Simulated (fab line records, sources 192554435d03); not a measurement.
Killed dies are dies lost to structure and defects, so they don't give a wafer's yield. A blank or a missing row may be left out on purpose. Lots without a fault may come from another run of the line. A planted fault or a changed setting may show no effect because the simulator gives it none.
A struck lot beside a sound one | flow n5_finfet | 38 steps out of a route of 1938
Sound: wafers L990.1, L990.3, L990.5. Struck: wafers L984.3, L984.4, L984.5. The cause comes at the end.
At each step with rows: each side's tool, then ch and its chambers, then its first start. Under that, the readings that differ: sound wafers | struck wafers | difference of the means | sigmas: that difference in standard deviations of wafers without a fault.
alike: readings whose means differ by less than 2 such deviations, and words and numbers that are the same on both sides. not compared: withheld readings, readings that some wafer has no value for, bounds like >300 that may hide the same value, and numbers for which the record gives no deviation and whose values overlap.
The two part at a step that has a row with sigmas, a row that says differs or no value, or rows on one side only. Numbers that don't overlap but have no deviation are shown without sigmas and don't part them. A reading that every wafer of one side lacks parts them only if that side has two wafers or more.

first, 9 steps without rows for these wafers: N5_BEOL_M4_ANNEAL_95 (time 240 s); N5_BEOL_M4_SPUTTER_96 (material Cu, target thk 4.5 nm, time 8.29 s); N5_BEOL_M4_ECD_50 (material Cu, target thk 300 nm); N5_BEOL_M4_ANNEAL_51 (time 90 s); N5_BEOL_M4_CMP_52 (polishes, stops on SiOC, t overpolish 6.8 s, target thk 40 nm); N5_BEOL_M4_PRE_CLEAN_60 (time 15 s); N5_BEOL_M4_CO_CAP_55 (material Co, precursor CCTBA/H2, target thk 2 nm, time 102.1 s); N5_BEOL_M4_PRE_CLEAN_56 (time 15 s); N5_BEOL_M4_DEP_57 (deposits SiCN from 3MS/NH3, target thk 8 nm, time 14 s).
N5_BEOL_M4_RC_MEAS_101:
  sound on prober-02 ch 0, day 11 00:16; struck on prober-01 ch 0, day 9 12:47
  reading   | sound       | struck      | difference | sigmas
  VT_N (mV) | 254 252 255 | 246 246 248 | -7         | -2
  alike: DIBL_N, DIBL_P, IOFF_N, IOFF_P, ION_N, ION_P, SS_N, SS_P, VT_P
then, 24 steps without rows for these wafers: N5_BEOL_M5_ILD_DEP_00 (deposits SiCOH lowk from DEMS/porogen, target thk 140.64 nm, time 25.9 s); N5_BEOL_M5_CURE_79 (cures SiCOH lowk, time 240 s); N5_BEOL_M5_PECVD_70 (deposits SiO2 from TEOS/O2, target thk 16 nm, time 18 s); N5_BEOL_M5_HM_DEP_02 (deposits TiN, target thk 20 nm); N5_BEOL_M5_COAT_59 (time 60 s, resist thk 60 nm); N5_BEOL_M5_COAT_60 (time 60 s, resist thk 12 nm); N5_BEOL_M5_COAT_71 (time 60 s, resist thk 5 nm); N5_BEOL_M5_COAT_05 (resist thk 30 nm); N5_BEOL_M5_EBR_07; N5_BEOL_M5_SOFTBAKE_06 (time 60 s); N5_BEOL_M5_EXPOSE_08 (exposes mask M5, target cd 28 nm); N5_BEOL_M5_PEB_09 (peb time 60 s); N5_BEOL_M5_DEVELOP_10 (develop time 30 s); N5_BEOL_M5_DESCUM_16 (chemistry O2, time 7 s); N5_BEOL_M5_ETCH_72 (etches underlayer in N2/H2, target depth 6.5 nm, time 5.2 s); N5_BEOL_M5_ETCH_61 (etches SiARC in CF4, target depth 15.6 nm, time 26 s); N5_BEOL_M5_ETCH_62 (etches SOC in N2/H2, target depth 75 nm, overetch 15 nm, time 112.5 s); N5_BEOL_M5_STRIP_63 (strips in N2/H2); N5_BEOL_M5_STRIP_73 (strips in N2/H2); N5_BEOL_M5_STRIP_64 (strips in CF4); N5_BEOL_M5_HM_OPEN_17 (chemistry Cl2/BCl3, target TiN, target depth 20 nm, overetch 6 nm); N5_BEOL_M5_STRIP_19 (strips in O2); N5_BEOL_M5_COAT_65 (time 60 s, resist thk 60 nm); N5_BEOL_M5_COAT_66 (time 60 s, resist thk 12 nm).
-- the record jumps here: 3 days lie between the struck wafers' starts before and after (it left off in module BEOL_M5 and takes up again in module BEOL_M14, whose first step shown is number 1753 of the route) --
N5_BEOL_M14_TRENCH_ETCH_34: etches SiO2 in C4F8/O2/Ar, target depth 556.65 nm, time 126.9 s.
  sound on rie_diel-06 ch 1,3, day 14 08:43; struck on rie_diel-02 ch 0,1,3, day 12 12:01
  no value came back on the struck wafers for any of 8 readings (C4F8_flow_sccm (sccm), O2_flow_sccm (sccm) and others); on the sound wafers C4F8_flow_sccm (sccm) reads 16.03 16.02 16.00
  reading                                     | sound | struck         | difference | sigmas
  model.SiARC_of_BEOL_M14_COAT_66.thk_nm (nm) | 0 0 0 | 64.6 64.8 64.6 | +64.7      |
  not compared: rf_hours_counter_h
N5_BEOL_M14_OCD_MEAS_35:
  sound on ocd-02, day 14 08:52; struck on ocd-01, day 12 12:10
  reading              | sound       | struck | difference | sigmas
  trench_depth_nm (nm) | 563 601 604 | 0 0 0  | -589       | -37
N5_BEOL_M14_CMP_49: polishes, stops on SiO2, t overpolish 5.2 s, target thk 560 nm.
  sound on cmp-01 ch 0,1,3, day 14 11:49; struck on cmp-01 ch 1,2, day 12 14:04
  reading                                 | sound         | struck  | difference | sigmas
  model.Cu_of_BEOL_M14_ECD_47.thk_nm (nm) | 565.6 604 606 | 0 0 0.2 | -592       |
  alike: barrier_field_endpoint_s, edge_zone_pressure_frac, motor_current_A, overpolish_run_s, time_to_endpoint_s
N5_PASSIVATION_PROBE_49:
  sound on prober-02, day 15 13:19; struck on prober-02, day 13 14:40
  reading                  | sound | struck         | difference | sigmas
  defect_limited_yield (%) | 92.0  | 0 0 0          | -92        | -61
  killed_at_M4_up          | 10    | 1105 1079 1092 | +1082      | +99 or more
  killed_dies              | 94    | 1180 1180 1180 | +1086      | +64
  killed_on_rim            | 15    | 152 152 152    | +137       | +38
  sort_bin_5_function (%)  | 4.6   | 96.8 95.1 95.8 | +91.3      | +99 or more
  sort_n_pass              | 1086  | 0 0 0          | -1086      | -64
  sort_yield_pct (%)       | 92.0  | 0 0 0          | -92        | -61
  alike: killed_at_M0_to_M3, killed_at_contacts, killed_at_front_end, killed_at_other, killed_open, killed_short, sort_bin_6_memory

WHERE THEY PART
First at N5_BEOL_M4_RC_MEAS_101; last, within this record, at N5_PASSIVATION_PROBE_49.

WHY: what the simulator had put in
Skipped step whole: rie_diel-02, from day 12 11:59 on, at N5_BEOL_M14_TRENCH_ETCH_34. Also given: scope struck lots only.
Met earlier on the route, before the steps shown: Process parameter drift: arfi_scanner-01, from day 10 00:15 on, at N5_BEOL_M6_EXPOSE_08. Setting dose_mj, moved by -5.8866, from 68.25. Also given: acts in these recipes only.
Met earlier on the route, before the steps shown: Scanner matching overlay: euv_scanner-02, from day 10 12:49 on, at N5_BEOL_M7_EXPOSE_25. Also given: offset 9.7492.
